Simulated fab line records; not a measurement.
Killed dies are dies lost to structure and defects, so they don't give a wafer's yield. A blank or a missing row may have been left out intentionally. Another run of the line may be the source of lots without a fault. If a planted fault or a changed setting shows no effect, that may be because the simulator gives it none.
Matching of chambers :: flow n5Finfet :: 3 sister chambers for N5_BEOL_M9_CURE_72 on uvCure-03
The step cures SiCOH lowk, time 120 s. 27 wafers are shown with their chamber, then 12 later ones without.

== EACH WAFER AND ITS CHAMBER ==
wafer: L074.2
chamber: 1
wafer_temp_C_max: 373.2
lampPowerPct (%): 52.36

wafer: L074.3
chamber: 1
wafer_temp_C_max: 372.4
lampPowerPct (%): 52.24

wafer: L074.4
chamber: 1
wafer_temp_C_max: 373.1
lampPowerPct (%): 52.21

wafer: L075.1
chamber: 0
wafer_temp_C_max: 371.4
lampPowerPct (%): 52.36

wafer: L075.2
chamber: 0
wafer_temp_C_max: 371.6
lampPowerPct (%): 52.35

wafer: L075.5
chamber: 0
wafer_temp_C_max: 371.6
lampPowerPct (%): 52.39

wafer: L077.3
chamber: 1
wafer_temp_C_max: 372.9
lampPowerPct (%): 52.33

wafer: L077.5
chamber: 1
wafer_temp_C_max: 372.3
lampPowerPct (%): 52.33

wafer: L077.6
chamber: 1
wafer_temp_C_max: 372.1
lampPowerPct (%): 52.31

wafer: L079.1
chamber: 2
wafer_temp_C_max: 371.0
lampPowerPct (%): 52.33

wafer: L079.3
chamber: 2
wafer_temp_C_max: 371.3
lampPowerPct (%): 52.30

wafer: L079.5
chamber: 2
wafer_temp_C_max: 371.7
lampPowerPct (%): 52.33

wafer: L081.1
chamber: 0
wafer_temp_C_max: 371.0
lampPowerPct (%): 52.32

wafer: L081.2
chamber: 0
wafer_temp_C_max: 370.8
lampPowerPct (%): 52.32

wafer: L081.3
chamber: 0
wafer_temp_C_max: 371.2
lampPowerPct (%): 52.32

wafer: L082.1
chamber: 0
wafer_temp_C_max: 371.5
lampPowerPct (%): 52.44

wafer: L082.3
chamber: 0
wafer_temp_C_max: 371.7
lampPowerPct (%): 52.35

wafer: L082.5
chamber: 0
wafer_temp_C_max: 371.8
lampPowerPct (%): 52.39

wafer: L083.2
chamber: 2
wafer_temp_C_max: 370.8
lampPowerPct (%): 52.24

wafer: L083.5
chamber: 2
wafer_temp_C_max: 371.6
lampPowerPct (%): 52.28

wafer: L083.6
chamber: 2
wafer_temp_C_max: 370.8
lampPowerPct (%): 52.39

wafer: L086.3
chamber: 1
wafer_temp_C_max: 371.5
lampPowerPct (%): 52.30

wafer: L086.4
chamber: 1
wafer_temp_C_max: 371.7
lampPowerPct (%): 52.27

wafer: L086.5
chamber: 1
wafer_temp_C_max: 371.5
lampPowerPct (%): 52.27

wafer: L090.1
chamber: 1
wafer_temp_C_max: 373.5
lampPowerPct (%): 52.28

wafer: L090.2
chamber: 1
wafer_temp_C_max: 372.0
lampPowerPct (%): 52.25

wafer: L090.3
chamber: 1
wafer_temp_C_max: 372.8
lampPowerPct (%): 52.41

SIGNATURES, as means of the wafers listed above
reading: wafer_temp_C_max
chamber 0: 371.400
chamber 1: 372.417
chamber 2: 371.200
scatter within a chamber: 0.532

reading: lampPowerPct
chamber 0: 52.3600
chamber 1: 52.2967
chamber 2: 52.3117
scatter within a chamber: 0.0501
Rule: for a wafer and a chamber, the distance is found by dividing, reading by reading, the gap between the wafer's reading and the chamber's mean by the reading's scatter, squaring, summing and taking the root. The wafer belongs to the nearest chamber; if the next one is less than 2 further off, it can't be placed. How the scatter is found: for the shown wafers, subtract from each reading the mean of its chamber, square and add these, divide the total by (wafers less chambers), then take the root.

== WAFERS MISSING THEIR CHAMBER ==
wafer: L089.1
wafer_temp_C_max: 371.5
lampPowerPct (%): 52.27

wafer: L089.2
wafer_temp_C_max: 371.0
lampPowerPct (%): 52.32

wafer: L089.4
wafer_temp_C_max: 371.5
lampPowerPct (%): 52.30

wafer: L093.1
wafer_temp_C_max: 371.2
lampPowerPct (%): 52.31

wafer: L093.4
wafer_temp_C_max: 371.8
lampPowerPct (%): 52.29

wafer: L093.6
wafer_temp_C_max: 371.8
lampPowerPct (%): 52.26

wafer: L094.1
wafer_temp_C_max: 372.1
lampPowerPct (%): 52.26

wafer: L094.2
wafer_temp_C_max: 371.6
lampPowerPct (%): 52.34

wafer: L094.3
wafer_temp_C_max: 371.7
lampPowerPct (%): 52.41

wafer: L091.3
wafer_temp_C_max: 371.9
lampPowerPct (%): 52.34

wafer: L091.4
wafer_temp_C_max: 371.5
lampPowerPct (%): 52.39

wafer: L091.6
wafer_temp_C_max: 371.7
lampPowerPct (%): 52.31

== CHAMBER TAKEN BY EACH ==
wafer: L089.1
from the rows above: can't be placed: 2 or 1 or 0
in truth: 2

wafer: L089.2
from the rows above: can't be placed: 2 or 0
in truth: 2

wafer: L089.4
from the rows above: can't be placed: 2 or 0 or 1
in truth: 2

wafer: L093.1
from the rows above: can't be placed: 2 or 0
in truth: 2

wafer: L093.4
from the rows above: can't be placed: 1 or 2 or 0
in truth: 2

wafer: L093.6
from the rows above: can't be placed: 1 or 2 or 0
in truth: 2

wafer: L094.1
from the rows above: can't be placed: 1 or 2 or 0
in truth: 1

wafer: L094.2
from the rows above: can't be placed: 0 or 2 or 1
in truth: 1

wafer: L094.3
from the rows above: can't be placed: 0 or 2 or 1
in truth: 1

wafer: L091.3
from the rows above: can't be placed: 0 or 1 or 2
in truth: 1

wafer: L091.4
from the rows above: can't be placed: 0 or 2 or 1
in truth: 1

wafer: L091.6
from the rows above: can't be placed: 2 or 0 or 1
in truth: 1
Correctly placed: 0 of 12. Can't be placed from these rows: 12 (the true chamber is among the candidates in 12). Number placed wrongly: 0.
